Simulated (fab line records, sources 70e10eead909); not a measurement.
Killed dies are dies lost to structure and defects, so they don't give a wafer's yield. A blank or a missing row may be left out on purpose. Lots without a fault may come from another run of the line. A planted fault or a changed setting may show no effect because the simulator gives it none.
A struck lot beside a sound one | flow nand_harc | 15 steps out of a route of 1302
Sound: wafers L362.1, L362.2, L362.5. Struck: wafers L370.2, L370.5. (L370.1 of the same lot was not struck and is left out.) The cause comes at the end.
At each step with rows: each side's tool, then ch and its chambers, then its first start. Under that, the readings that differ: sound wafers | struck wafers | difference of the means | sigmas: that difference in standard deviations of wafers without a fault.
alike: readings whose means differ by less than 2 such deviations, and words and numbers that are the same on both sides. not compared: withheld readings, readings that some wafer has no value for, bounds like >300 that may hide the same value, and numbers for which the record gives no deviation and whose values overlap.
The two part at a step that has a row with sigmas, a row that says differs or no value, or rows on one side only. Numbers that don't overlap but have no deviation are shown without sigmas and don't part them. A reading that every wafer of one side lacks parts them only if that side has two wafers or more.

NHARC_A_CHANNEL_HOLE_D2_XSEM_32:
  sound on xsem-02 ch 0, day 16 07:12; struck on xsem-02 ch 0, day 19 12:56
  alike: bot_cd_nm, bow_nm, tilt_deg
NHARC_A_CHANNEL_HOLE_D2_INSPECT_40:
  sound on defect_inspect-02, day 16 07:18; struck on defect_inspect-01, day 19 13:02
  alike: raw_defect_count
then, 2 steps without rows for these wafers: NHARC_A_CHANNEL_FILL_D2_PRECLEAN_00 (cleans in SC1); NHARC_A_CHANNEL_FILL_D2_SRD_01.
NHARC_A_CHANNEL_FILL_D2_ALD_02: deposits SiO2, target thk 6 nm, pulse time 10 s, ald cycles 60.
  sound on ald_hk-01 ch 0,1,3, day 16 07:38; struck on ald_hk-01 ch 1,3, day 19 13:19
  alike: heater_power_w, precursor_pulse_height_rel
  not compared: since_wet_clean_h
NHARC_A_CHANNEL_FILL_D2_ALD_03: deposits SiNx, target thk 6 nm, pulse time 60 s, ald cycles 58.
  sound on ald_sin_batch-01 ch 0; struck on ald_sin_batch-02 ch 0
  alike: precursor_pulse_height_rel
then, 1 step without rows for these wafers: NHARC_A_CHANNEL_FILL_D2_ALD_14 (deposits SiO2, target thk 2.5 nm, pulse time 10 s, ald cycles 25).
NHARC_A_CHANNEL_FILL_D2_ALD_15: deposits SiNx, target thk 2 nm, pulse time 60 s, ald cycles 19.
  sound on ald_sin_batch-02 ch 0; struck on ald_sin_batch-01 ch 0
  alike: precursor_pulse_height_rel
then, 3 steps without rows for these wafers: NHARC_A_CHANNEL_FILL_D2_ALD_16 (deposits SiO2, target thk 1.5 nm, pulse time 10 s, ald cycles 15); NHARC_A_CHANNEL_FILL_D2_ANNEAL_17 (time 1800 s); NHARC_A_CHANNEL_FILL_D2_CVD_18 (deposits poly-Si, target thk 3 nm).
NHARC_A_CHANNEL_FILL_D2_ETCHBACK_19: etches the open film in HBr/Cl2, target depth 5 nm, time 1.7 s.
  sound on rie_si-06 ch 1,2,3, day 17 07:37; struck on rie_si-04 ch 2,3, day 20 13:20
  alike: drypump_motor_current_A, he_backside_leak_sccm, oes_product_au, throttle_valve_pct
  not compared: rf_hours_counter_h
NHARC_A_CHANNEL_FILL_D2_ETCHBACK_20: etches the open film in C4F8/O2/Ar, target depth 27 nm, time 13.5 s.
  sound on rie_diel-05 ch 1,2,3, day 17 07:44; struck on rie_diel-05 ch 3, day 20 13:28
  reading               | sound             | struck      | difference | sigmas
  oes_product_au (a.u.) | 1.005 1.000 0.990 | 0.912 0.915 | -0.085     | -3
  run_length_s (s)      | 34.3 35.0 34.4    | 32.0 31.9   | -2.6       | -6
  alike: rf_vpp_V
  not compared: rf_hours_counter_h
then, 1 step without rows for these wafers: NHARC_A_CHANNEL_FILL_D2_STRIP_28 (strips in O2, time 20 s).
-- the record jumps here: 9 days lie between the struck wafers' starts before and after (it left off in module A_CHANNEL_FILL_D2 and takes up again in module END, whose first step shown is number 1302 of the route) --
NHARC_END_SORT_01:
  sound on prober-02 ch 0, day 26 22:14; struck on prober-02 ch 0, day 30 00:58
  reading         | sound    | struck | difference | sigmas
  killed_at_array | 69 56 75 | 30 20  | -42        | -2
  killed_dies     | 71 58 76 | 37 23  | -38        | -2
  killed_open     | 11 3 8   | 3 1    | -5         | -3
  alike: killed_at_other, killed_at_periphery, killed_short

WHERE THEY PART
First at NHARC_A_CHANNEL_FILL_D2_ETCHBACK_20; last, within this record, at NHARC_END_SORT_01.

WHY: what the simulator had put in
Process parameter drift: rie_diel-05, from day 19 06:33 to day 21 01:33, at NHARC_A_CHANNEL_FILL_D2_ETCHBACK_20. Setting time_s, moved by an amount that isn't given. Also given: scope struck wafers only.
